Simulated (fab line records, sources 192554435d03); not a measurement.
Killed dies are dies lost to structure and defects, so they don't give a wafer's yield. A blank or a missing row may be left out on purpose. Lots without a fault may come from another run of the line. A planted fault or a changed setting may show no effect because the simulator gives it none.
Which tool did it? | flow n5_finfet | 24 lots, 72 wafers sampled, at 4 steps of a route of 1938

WHAT THE GAUGES READ, wafer by wafer
N5_ILD0_THK_MEAS_13. Usual: thk_nm 17.3 nm, standard deviation 1.5.
lot  | measured    | on            | thk_nm (nm)    | flag
L074 | day 3 20:15 | film_metro-02 | 16.9 17.8 16.7 |
L075 | day 3 23:29 | film_metro-01 | 17.8 14.8 15.6 |
L076 | day 4 06:16 | film_metro-01 | 17.5 17.9 15.3 |
L077 | day 4 11:12 | film_metro-02 | 17.5 16.5 18.9 |
L078 | day 4 20:16 | film_metro-01 | 17.1 14.1 16.3 |
L079 | day 5 01:43 | film_metro-02 | 19.1 15.8 16.6 |
L080 | day 5 04:43 | film_metro-02 | 16.0 19.4 16.7 |
L081 | day 5 13:09 | film_metro-02 | 17.8 17.9 18.5 |
L082 | day 5 17:00 | film_metro-01 | 18.7 15.2 16.5 |
L083 | day 5 21:43 | film_metro-02 | 19.4 18.4 17.7 |
L084 | day 6 04:10 | film_metro-01 | 18.6 15.2 17.7 |
L085 | day 6 12:46 | film_metro-01 | 19.4 17.7 18.5 |
L086 | day 6 16:10 | film_metro-01 | 16.2 17.2 18.1 |
L087 | day 6 23:02 | film_metro-02 | 16.6 17.7 14.5 |
L088 | day 7 04:27 | film_metro-01 | 17.5 17.2 15.8 |
L089 | day 7 09:50 | film_metro-01 | 16.7 19.3 16.9 |
L090 | day 7 19:22 | film_metro-02 | 18.6 15.3 15.1 |
L091 | day 7 21:05 | film_metro-01 | 16.7 16.0 15.0 |
L092 | day 8 04:07 | film_metro-02 | 16.9 18.2 15.2 |
L093 | day 8 09:11 | film_metro-02 | 19.1 18.3 18.6 |
L094 | day 8 20:32 | film_metro-02 | 17.0 19.7 17.6 |
L095 | day 8 23:58 | film_metro-02 | 19.5 17.1 17.8 |
L096 | day 9 06:46 | film_metro-02 | 17.5 17.1 18.8 |
L097 | day 9 15:21 | film_metro-02 | 17.6 18.6 17.2 |

N5_ILD0_INSPECT_06: inspects for defects (darkfield). Usual: raw_defect_count 36, standard deviation 15.
lot  | measured    | on                | raw_defect_count | flag
L074 | day 3 20:16 | defect_inspect-01 | 42 40 37         |
L075 | day 3 23:30 | defect_inspect-02 | 11 21 27         |
L076 | day 4 06:18 | defect_inspect-01 | 63 41 34         |
L077 | day 4 11:14 | defect_inspect-01 | 23 22 39         |
L078 | day 4 20:17 | defect_inspect-01 | 54 87 44         |
L079 | day 5 01:45 | defect_inspect-01 | 22 14 35         |
L080 | day 5 04:44 | defect_inspect-02 | 43 53 39         |
L081 | day 5 13:10 | defect_inspect-01 | 22 30 24         |
L082 | day 5 17:02 | defect_inspect-02 | 48 48 25         |
L083 | day 5 21:44 | defect_inspect-02 | 37 29 13         |
L084 | day 6 04:11 | defect_inspect-02 | 38 37 27         |
L085 | day 6 12:47 | defect_inspect-02 | 34 40 63         |
L086 | day 6 16:12 | defect_inspect-02 | 22 33 38         |
L087 | day 6 23:04 | defect_inspect-01 | 28 25 40         |
L088 | day 7 04:29 | defect_inspect-02 | 32 53 26         |
L089 | day 7 09:51 | defect_inspect-02 | 44 61 35         |
L090 | day 7 19:23 | defect_inspect-01 | 41 32 35         |
L091 | day 7 21:07 | defect_inspect-02 | 55 50 46         |
L092 | day 8 04:09 | defect_inspect-02 | 38 13 40         |
L093 | day 8 09:12 | defect_inspect-01 | 24 28 26         |
L094 | day 8 20:34 | defect_inspect-02 | 31 34 58         |
L095 | day 9 00:00 | defect_inspect-02 | 29 45 35         |
L096 | day 9 06:47 | defect_inspect-02 | 72 46 50         |
L097 | day 9 15:23 | defect_inspect-02 | 35 35 29         |

N5_SDB_CD_MEAS_11: target cd 50 nm. Usual: cd_nm 50.2 nm, standard deviation 1.4.
lot  | measured    | on        | cd_nm (nm)     | flag
L074 | day 3 20:47 | cd_sem-03 | 50.2 47.7 49.3 |
L075 | day 3 23:52 | cd_sem-02 | 53.1 50.7 50.9 |
L076 | day 4 06:47 | cd_sem-01 | 50.0 51.6 51.1 |
L077 | day 4 11:43 | cd_sem-02 | 49.5 51.2 50.7 |
L078 | day 4 20:46 | cd_sem-02 | 49.9 53.3 51.4 |
L079 | day 5 02:07 | cd_sem-01 | 49.0 49.2 50.0 |
L080 | day 5 05:13 | cd_sem-01 | 52.5 48.1 48.4 |
L081 | day 5 13:34 | cd_sem-03 | 48.9 50.3 47.5 |
L082 | day 5 17:31 | cd_sem-01 | 51.3 49.9 50.4 |
L083 | day 5 22:07 | cd_sem-03 | 50.5 49.7 50.0 |
L084 | day 6 04:33 | cd_sem-03 | 51.6 51.8 50.5 |
L085 | day 6 13:09 | cd_sem-03 | 50.2 49.1 50.6 |
L086 | day 6 16:34 | cd_sem-01 | 50.2 49.7 49.0 |
L087 | day 6 23:35 | cd_sem-01 | 48.5 47.6 49.5 |
L088 | day 7 04:58 | cd_sem-01 | 50.3 49.8 52.4 |
L089 | day 7 10:20 | cd_sem-03 | 48.3 51.3 51.2 |
L090 | day 7 19:53 | cd_sem-01 | 46.8 49.7 49.4 |
L091 | day 7 21:37 | cd_sem-01 | 50.6 51.1 52.2 |
L092 | day 8 04:38 | cd_sem-01 | 50.9 49.9 51.2 |
L093 | day 8 09:41 | cd_sem-03 | 50.4 48.8 53.1 |
L094 | day 8 20:56 | cd_sem-01 | 49.5 50.5 51.8 |
L095 | day 9 00:29 | cd_sem-03 | 48.3 50.6 49.4 |
L096 | day 9 07:19 | cd_sem-02 | 53.1 51.2 51.2 |
L097 | day 9 15:53 | cd_sem-03 | 49.5 50.6 49.8 |

WHICH TOOL RAN EACH LOT (tool, then ch and the chambers of the sampled wafers, then the start)
lot  | N5_SPACER0_ALD_08
L074 | ald_sin-04 ch 1,2,3, day 3 01:17
L075 | ald_sin-02 ch 1,2, day 3 06:10
L076 | ald_sin-01 ch 0,2,3, day 3 13:22
L077 | ald_sin-04 ch 2,3, day 3 19:02
L078 | ald_sin-04 ch 0,1,3, day 4 02:37
L079 | ald_sin-01 ch 0,1,2, day 4 07:19
L080 | ald_sin-01 ch 1,2,3, day 4 11:32
L081 | ald_sin-01 ch 0,2, day 4 20:11
L082 | ald_sin-01 ch 1,2,3, day 5 00:46
L083 | ald_sin-01 ch 0,2, day 5 05:32
L084 | ald_sin-04 ch 1,2,3, day 5 12:03
L085 | ald_sin-04 ch 0,1,3, day 5 18:41
L086 | ald_sin-01 ch 2,3, day 6 00:02
L087 | ald_sin-02 ch 1,2,3, day 6 06:34
L088 | ald_sin-04 ch 0,1,3, day 6 10:31
L089 | ald_sin-02 ch 0,1,3, day 6 17:39
L090 | ald_sin-02 ch 0,1,3, day 7 01:40
L091 | ald_sin-01 ch 2,3, day 7 05:12
L092 | ald_sin-04 ch 1,2,3, day 7 11:26
L093 | ald_sin-01 ch 0,1,2, day 7 16:20
L094 | ald_sin-02 ch 0,3, day 8 01:32
L095 | ald_sin-04 ch 0,3, day 8 07:46
L096 | ald_sin-02 ch 0,1,2, day 8 12:02
L097 | ald_sin-02 ch 1,2,3, day 8 22:56
- N5_SPACER0_ALD_08: deposits SiNx, target thk 2 nm.

WHAT THE TOOLS THEMSELVES READ (means of the sampled wafers that have a number; where no wafer has one, the mark that the record gives instead)
N5_SPACER0_ALD_08. Usual: heater_power_w 824 W, standard deviation 55.
lot  | tool       | heater_power_w (W) | flag
L074 | ald_sin-04 | 837                |
L075 | ald_sin-02 | 825                |
L076 | ald_sin-01 | 853                |
L077 | ald_sin-04 | 821                |
L078 | ald_sin-04 | 849                |
L079 | ald_sin-01 | 785                |
L080 | ald_sin-01 | 823                |
L081 | ald_sin-01 | 823                |
L082 | ald_sin-01 | 812                |
L083 | ald_sin-01 | 817                |
L084 | ald_sin-04 | 829                |
L085 | ald_sin-04 | 834                |
L086 | ald_sin-01 | 873                |
L087 | ald_sin-02 | 826                |
L088 | ald_sin-04 | 826                |
L089 | ald_sin-02 | 817                |
L090 | ald_sin-02 | 818                |
L091 | ald_sin-01 | 863                |
L092 | ald_sin-04 | 823                |
L093 | ald_sin-01 | 789                |
L094 | ald_sin-02 | 831                |
L095 | ald_sin-04 | 831                |
L096 | ald_sin-02 | 832                |
L097 | ald_sin-02 | 821                |

THE ANSWER, worked out from the rows above alone
Rule: a lot is off if the mean of its wafers that have a number lies more than 3 standard deviations from the usual mean. A lot without any number at a reading at which 4 lots or more have one is off too. The other lots that the step has rows for count as sound. The gauges are gone through in route order, then the tools' own readings, and for those a lot's mean is taken as printed above. The first step at which some lot is off is used, and at that step the reading that is off furthest; a lot without a number counts as furthest.
No lot is off at any reading shown: from this, nothing can be told.

WHAT THE SIMULATOR HAD PUT IN
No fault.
